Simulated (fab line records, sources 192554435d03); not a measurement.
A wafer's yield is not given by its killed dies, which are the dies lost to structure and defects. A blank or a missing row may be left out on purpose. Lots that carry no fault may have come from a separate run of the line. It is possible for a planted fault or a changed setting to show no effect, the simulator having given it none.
Which tool did it? :: flow n5Finfet :: 11 lots with 33 wafers sampled at 2 steps, on a route of 1938 steps

== WHAT THE GAUGES SHOWED, per wafer ==
N5_BEOL_M11_THK_MEAS_53: measures by xrf.
lot: L846
measured: day 11 22:28
on: filmMetro-01
M11_THK (nm): 142 144 143

lot: L849
measured: day 12 19:33
on: filmMetro-02
M11_THK (nm): 146 140 141

lot: L843
measured: day 12 21:38
on: filmMetro-01
M11_THK (nm): 141 142 137

lot: L853
measured: day 13 14:16
on: filmMetro-02
M11_THK (nm): 138 139 135

lot: L852
measured: day 13 14:31
on: filmMetro-02
M11_THK (nm): 147 141 142

lot: L859
measured: day 15 23:05
on: filmMetro-02
M11_THK (nm): 149 138 138

lot: L861
measured: day 15 23:38
on: filmMetro-01
M11_THK (nm): 145 131 131

lot: L862
measured: day 16 17:16
on: filmMetro-02
M11_THK (nm): 137 137 137

lot: L863
measured: day 17 02:46
on: filmMetro-01
M11_THK (nm): 140 137 138

lot: L864
measured: day 17 02:52
on: filmMetro-01
M11_THK (nm): 137 146 140

lot: L865
measured: day 17 09:44
on: filmMetro-02
M11_THK (nm): 138 136 133

== WHAT TOOL EACH LOT RAN ON (gives the tool, then ch and the chambers of the sampled wafers, and finally the start) ==
lot: L846
N5_BEOL_M11_CMP_52: cmp-04 ch 0,3, day 11 22:10

lot: L849
N5_BEOL_M11_CMP_52: cmp-04 ch 1,2, day 12 19:17

lot: L843
N5_BEOL_M11_CMP_52: cmp-01 ch 0,2,3, day 12 21:25

lot: L853
N5_BEOL_M11_CMP_52: cmp-02 ch 0,1,2, day 13 13:59

lot: L852
N5_BEOL_M11_CMP_52: cmp-01 ch 0,1,3, day 13 14:13

lot: L859
N5_BEOL_M11_CMP_52: cmp-04 ch 0,2,3, day 15 22:50

lot: L861
N5_BEOL_M11_CMP_52: cmp-04 ch 1,2,3, day 15 23:24

lot: L862
N5_BEOL_M11_CMP_52: cmp-02 ch 0,1,2, day 16 16:58

lot: L863
N5_BEOL_M11_CMP_52: cmp-04 ch 0,1,2, day 17 02:31

lot: L864
N5_BEOL_M11_CMP_52: cmp-02 ch 0,1,3, day 17 02:34

lot: L865
N5_BEOL_M11_CMP_52: cmp-02 ch 1,2,3, day 17 09:26
- N5_BEOL_M11_CMP_52: polishes, stops on SiCOH lowk, t overpolish 7 s, target thk 140 nm.

== THE ANSWER, worked out from the rows above alone ==
Rule: the lots themselves supply what counts as usual. Put in order of their means at a reading, lots are off if they are a third of the lots or fewer, leave a main group of 4 or more, and stand apart from it by a gap of 3 or more times the standard deviation of the main group's means; of several such gaps the widest counts. The tables above print the reading to a certain number of digits; a main group whose means all agree to those digits is not used. Also off: a lot with no number at a reading for which 4 or more lots have one. Any other lot the step has rows for is counted as sound.
No lot is off at any reading shown: from this, nothing can be told.

== WHAT THE SIMULATOR HAD PUT IN ==
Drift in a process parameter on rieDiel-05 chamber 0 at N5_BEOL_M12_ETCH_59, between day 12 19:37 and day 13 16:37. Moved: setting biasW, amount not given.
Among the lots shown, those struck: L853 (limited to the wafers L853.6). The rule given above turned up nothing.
